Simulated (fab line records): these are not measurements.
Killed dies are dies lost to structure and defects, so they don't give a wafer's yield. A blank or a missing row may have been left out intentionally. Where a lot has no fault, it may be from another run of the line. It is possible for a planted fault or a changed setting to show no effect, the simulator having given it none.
2 desks, one fault    flow n5_finfet    only its own numbers are on each desk; what lay behind them is given at the end

## AT THE METROLOGY DESK
Lot by lot, what the gauges showed, no matter which tool ran the lot: averages of those sampled wafers that carry a number. Any lot whose mean is over 4 standard deviations away from the usual mean is out of limits and marked OUT; that distance is given in the brackets. It has 10 readings; the 7 that lie furthest out on some lot are the ones shown.
Columns: A = DIBL_N at N5_BEOL_M4_RC_MEAS_101, usual 36.3 mV/V; B = IOFF_N at N5_BEOL_M4_RC_MEAS_101, usual 0.155 nA/um; C = IOFF_P at N5_BEOL_M4_RC_MEAS_101, usual 0.211 nA/um; D = ION_P at N5_BEOL_M4_RC_MEAS_101, usual 462 uA/um; E = SS_N at N5_BEOL_M4_RC_MEAS_101, usual 71.5 mV/dec; F = VT_N at N5_BEOL_M4_RC_MEAS_101, usual 249.9 mV; G = VT_P at N5_BEOL_M4_RC_MEAS_101, usual -249.8 mV
lot   first seen here  A     B      C      D    E     F      G
L436  day 10 12:23     35.9  0.157  0.185  458  71.6  247.7  -252.5
L441  day 13 01:53     36.4  0.168  0.208  462  71.5  247.9  -249.8
L444  day 14 10:06     37.5  0.153  0.207  458  70.8  249.1  -251.9
L452  day 17 01:40     37.2  0.145  0.201  461  71.6  251.8  -250.4
This desk found nothing out of limits on any of the 4 lots.

## FOR THE TOOL OWNER'S DESK: epi_rpcvd-04
The tool's own readings at N5_SD_EPI_N_EPI_21 (deposits Si:P, time 690 s): means of the sampled wafers that have a number, for each lot that ran on this tool. Any lot whose mean is over 4 standard deviations away from the usual mean is out of limits and marked OUT; that distance is given in the brackets.
Columns: A = susceptor_temp_C at N5_SD_EPI_N_EPI_21, usual 680.0 C
lot   first seen here  A
L436  day 3 13:58      680.0
L441  day 4 21:31      679.8
L444  day 5 16:17      679.9
This desk found nothing out of limits on any of the 3 lots.

## BROUGHT TOGETHER
Metrology desk: nothing out of limits seen.
The tool owner's desk saw nothing out of limits.

## WHAT HAD BEEN PUT IN BY THE SIMULATOR
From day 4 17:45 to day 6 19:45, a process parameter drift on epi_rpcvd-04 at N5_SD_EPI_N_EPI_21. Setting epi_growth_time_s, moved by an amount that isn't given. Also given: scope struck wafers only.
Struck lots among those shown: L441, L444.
